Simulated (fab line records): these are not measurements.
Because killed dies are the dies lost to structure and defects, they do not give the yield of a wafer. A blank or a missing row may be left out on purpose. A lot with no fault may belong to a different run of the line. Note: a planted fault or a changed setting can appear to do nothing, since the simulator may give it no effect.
Chamber matching || flow n5-finfet || rie-diel-04 running N5_SD_EPI_N_ETCH_34: 4 sister chambers
The step etches SiARC in CF4, target depth 45.5 nm, time 75.8 s. 14 wafers are shown with their chamber, then 7 later ones without.

== WAFERS, EACH WITH ITS CHAMBER ==
{"wafer": "L467.1", "chamber": 3, "drypump-motor-current-A (A)": 5.1, "showerhead-plenum-p-Torr (Torr)": 2.08, "throttle-valve-pct (%)": 15.52}
{"wafer": "L467.3", "chamber": 1, "drypump-motor-current-A (A)": 5.9, "showerhead-plenum-p-Torr (Torr)": 2.21, "throttle-valve-pct (%)": 15.79}
{"wafer": "L467.4", "chamber": 2, "drypump-motor-current-A (A)": 6.0, "showerhead-plenum-p-Torr (Torr)": 2.15, "throttle-valve-pct (%)": 15.37}
{"wafer": "L469.4", "chamber": 3, "drypump-motor-current-A (A)": 5.2, "showerhead-plenum-p-Torr (Torr)": 2.08, "throttle-valve-pct (%)": 15.53}
{"wafer": "L469.5", "chamber": 3, "drypump-motor-current-A (A)": 5.1, "showerhead-plenum-p-Torr (Torr)": 2.08, "throttle-valve-pct (%)": 15.52}
{"wafer": "L469.6", "chamber": 0, "drypump-motor-current-A (A)": 5.9, "showerhead-plenum-p-Torr (Torr)": 2.10, "throttle-valve-pct (%)": 15.34}
{"wafer": "L481.2", "chamber": 2, "drypump-motor-current-A (A)": 6.0, "showerhead-plenum-p-Torr (Torr)": 2.14, "throttle-valve-pct (%)": 15.43}
{"wafer": "L481.4", "chamber": 3, "drypump-motor-current-A (A)": 5.1, "showerhead-plenum-p-Torr (Torr)": 2.07, "throttle-valve-pct (%)": 15.56}
{"wafer": "L481.6", "chamber": 2, "drypump-motor-current-A (A)": 6.0, "showerhead-plenum-p-Torr (Torr)": 2.14, "throttle-valve-pct (%)": 15.44}
{"wafer": "L483.2", "chamber": 2, "drypump-motor-current-A (A)": 6.0, "showerhead-plenum-p-Torr (Torr)": 2.14, "throttle-valve-pct (%)": 15.43}
{"wafer": "L483.3", "chamber": 0, "drypump-motor-current-A (A)": 6.0, "showerhead-plenum-p-Torr (Torr)": 2.09, "throttle-valve-pct (%)": 15.40}
{"wafer": "L483.5", "chamber": 1, "drypump-motor-current-A (A)": 5.9, "showerhead-plenum-p-Torr (Torr)": 2.20, "throttle-valve-pct (%)": 15.86}
{"wafer": "L484.3", "chamber": 3, "drypump-motor-current-A (A)": 5.1, "showerhead-plenum-p-Torr (Torr)": 2.07, "throttle-valve-pct (%)": 15.57}
{"wafer": "L484.4", "chamber": 0, "drypump-motor-current-A (A)": 5.9, "showerhead-plenum-p-Torr (Torr)": 2.08, "throttle-valve-pct (%)": 15.40}

SIGNATURES (means of the wafers above)
{"reading": "drypump-motor-current-A", "chamber 0": 5.933, "chamber 1": 5.900, "chamber 2": 6.000, "chamber 3": 5.120, "scatter within a chamber": 0.0383}
{"reading": "showerhead-plenum-p-Torr", "chamber 0": 2.0900, "chamber 1": 2.2050, "chamber 2": 2.1425, "chamber 3": 2.0760, "scatter within a chamber": 0.00667}
{"reading": "throttle-valve-pct", "chamber 0": 15.3800, "chamber 1": 15.8250, "chamber 2": 15.4175, "chamber 3": 15.5400, "scatter within a chamber": 0.0318}
Rule: a wafer's distance from a chamber is the root of the sum, over the readings, of the square of ((its reading less the chamber's mean) divided by the reading's scatter). If the next closest chamber is less than 2 further off than the closest, the wafer can't be placed; otherwise it belongs to the closest. The scatter: the root of (the sum of the squares of (reading less its chamber's mean) over the shown wafers, divided by (wafers less chambers)).

== WAFERS WITH NO CHAMBER GIVEN ==
{"wafer": "L484.6", "drypump-motor-current-A (A)": 5.9, "showerhead-plenum-p-Torr (Torr)": 2.08, "throttle-valve-pct (%)": 15.40}
{"wafer": "L487.2", "drypump-motor-current-A (A)": 5.8, "showerhead-plenum-p-Torr (Torr)": 2.19, "throttle-valve-pct (%)": 15.87}
{"wafer": "L487.4", "drypump-motor-current-A (A)": 5.1, "showerhead-plenum-p-Torr (Torr)": 2.07, "throttle-valve-pct (%)": 15.59}
{"wafer": "L487.5", "drypump-motor-current-A (A)": 6.0, "showerhead-plenum-p-Torr (Torr)": 2.14, "throttle-valve-pct (%)": 15.46}
{"wafer": "L489.3", "drypump-motor-current-A (A)": 5.2, "showerhead-plenum-p-Torr (Torr)": 2.07, "throttle-valve-pct (%)": 15.60}
{"wafer": "L489.5", "drypump-motor-current-A (A)": 5.1, "showerhead-plenum-p-Torr (Torr)": 2.07, "throttle-valve-pct (%)": 15.60}
{"wafer": "L489.6", "drypump-motor-current-A (A)": 6.0, "showerhead-plenum-p-Torr (Torr)": 2.13, "throttle-valve-pct (%)": 15.46}

== WHICH CHAMBER EACH WENT THROUGH ==
{"wafer": "L484.6", "from the rows above": 0, "in truth": 0}
{"wafer": "L487.2", "from the rows above": 1, "in truth": 1}
{"wafer": "L487.4", "from the rows above": 3, "in truth": 3}
{"wafer": "L487.5", "from the rows above": 2, "in truth": 2}
{"wafer": "L489.3", "from the rows above": 3, "in truth": 3}
{"wafer": "L489.5", "from the rows above": 3, "in truth": 3}
{"wafer": "L489.6", "from the rows above": 2, "in truth": 2}
7 of 7 placed correctly. Number that these rows cannot place: 0. Number placed wrongly: 0.
